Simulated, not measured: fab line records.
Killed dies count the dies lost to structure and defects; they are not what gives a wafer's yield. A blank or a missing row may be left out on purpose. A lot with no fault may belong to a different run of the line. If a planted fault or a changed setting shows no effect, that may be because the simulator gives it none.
Struck lot and sound lot, side by side ; flow nand harc ; 21 steps out of a route of 1159
Sound: wafers L630.4, L630.5, L630.6. Wafers struck: L643.4, L643.5, L643.6. The cause is named last.
Order at every step that has rows: each side's tool, ch and its chambers, its first start. Under that, the readings that differ: sound wafers ; struck wafers ; difference of the means ; sigmas: that difference in standard deviations of wafers without a fault.
alike: readings whose means differ by less than 2 such deviations, and words and numbers that are the same on both sides. not compared: withheld readings, readings that some wafer has no value for, bounds like >300 that may hide the same value, and numbers for which the record gives no deviation and whose values overlap.
A row with sigmas, a row that says differs or no value, or rows on one side alone: a step with any of these is where the two part. Numbers that don't overlap but have no deviation are shown without sigmas and don't part them. A reading missing from all wafers of one side parts the sides only when that side holds two or more wafers.

NHARC_A_BLC_CVD_24: deposits W, target thk 150 nm, time 434 s.
  sound on cvd w-02 ch 0,1; struck on cvd w-01 ch 0,1
  alike: heater power w, throttle valve pct
NHARC_A_BLC_CMP_25: polishes, t overpolish 30 s, target thk 150 nm.
  sound on cmp-01 ch 0,1,3, day 19 08:19; struck on cmp-01 ch 0,1,2, day 22 02:06
  alike: motor current A, overpolish run s, retaining ring pressure frac, slurry filter dp kPa, time to endpoint s
  not compared: pad life wafers
then, 1 step without rows for these wafers: NHARC_A_BLC_SRD_27.
NHARC_A_BLC_INSPECT_28:
  sound on defect inspect-02, day 19 08:40; struck on defect inspect-01, day 22 02:28
  alike: raw defect count
then, 7 steps without rows for these wafers: NHARC_A_M0_DEP_00 (deposits SiOC, target thk 150 nm); NHARC_A_M0_DEHYDRATE_01 (time 120 s); NHARC_A_M0_HMDS_02 (time 30 s); NHARC_A_M0_COAT_33 (time 65 s); NHARC_A_M0_COAT_03 (resist thk 90 nm); NHARC_A_M0_SOFTBAKE_04 (time 55 s); NHARC_A_M0_EBR_05.
NHARC_A_M0_EXPOSE_06: exposes mask A M0, target cd 80 nm.
  sound on arfi scanner-02 ch 0, day 19 09:27; struck on arfi scanner-01 ch 0, day 22 03:14
reading;sound;struck;difference;sigmas
exposure dose mJ cm2;83.39 83.38 83.26;62.61 62.66 62.54;-20.74;-99 or more
  alike: mask
then, 2 steps without rows for these wafers: NHARC_A_M0_PEB_07 (peb time 65 s); NHARC_A_M0_DEVELOP_08 (develop time 35 s).
NHARC_A_M0_CD_MEAS_09: target cd 80 nm.
  sound on cd sem-02 ch 0, day 19 09:35; struck on cd sem-01 ch 0, day 22 03:22
reading;sound;struck;difference;sigmas
cd nm (nm);80.4 80.0 80.4;62.1 62.0 62.5;-18.1;-35
NHARC_A_M0_OVL_MEAS_10: pitch 160 nm.
  sound on overlay-01, day 19 09:40; struck on overlay-02, day 22 03:27
  alike: overlay x nm, overlay y nm
NHARC_A_M0_INSPECT_11:
  sound on defect inspect-02, day 19 09:43; struck on defect inspect-01, day 22 03:29
  alike: raw defect count
NHARC_A_M0_DESCUM_14: chemistry O2, time 3 s.
  sound on rie diel-10 ch 0,2,3, day 19 09:47; struck on rie diel-08 ch 0,3, day 22 03:33
reading;sound;struck;difference;sigmas
oes product au (a.u.);1.006 1.009 1.001;0.987 0.997 0.986;-0.015;-2
model.A_M0.cd nm (nm);80.72 81.14 80.63;62.92 62.11 63;-18.15;
  alike: drypump motor current A, rf vpp V, showerhead plenum p Torr, throttle valve pct
  not compared: rf hours counter h
NHARC_A_M0_ETCH_34: etches the open film in N2/H2, target depth 40 nm, overetch 12 nm, time 43.94 s.
  sound on rie diel-10 ch 0,1,3, day 19 09:52; struck on rie diel-08 ch 1,2, day 22 03:38
  alike: drypump motor current A, oes product au, rf vpp V, showerhead plenum p Torr, throttle valve pct
  not compared: rf hours counter h
NHARC_A_M0_ETCH_15: etches the open film in C4F8/Ar, target depth 150 nm, overetch 15 nm, time 82.5 s.
  sound on rie diel-10 ch 0,1,3; struck on rie diel-08 ch 0,3
reading;sound;struck;difference;sigmas
model.A_M0.cd nm (nm);80.8 81.2 80.43;63.46 61.84 63.26;-17.96;
  alike: oes product au, rf vpp V
  not compared: rf hours counter h
NHARC_A_M0_CD_MEAS_16:
  sound on cd sem-02, day 19 10:05; struck on cd sem-03, day 22 03:51
reading;sound;struck;difference;sigmas
cd nm (nm);80.9 81.7 80.3;63.4 61.9 63.3;-18.1;-29

== WHERE THEY PART ==
Last at NHARC_A_M0_CD_MEAS_16 as far as this record goes, first at NHARC_A_M0_EXPOSE_06.

WHY: whatever the simulator had introduced
Process parameter drift: arfi scanner-01, from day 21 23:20 on, at NHARC_A_M0_EXPOSE_06. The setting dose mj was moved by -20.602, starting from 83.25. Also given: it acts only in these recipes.
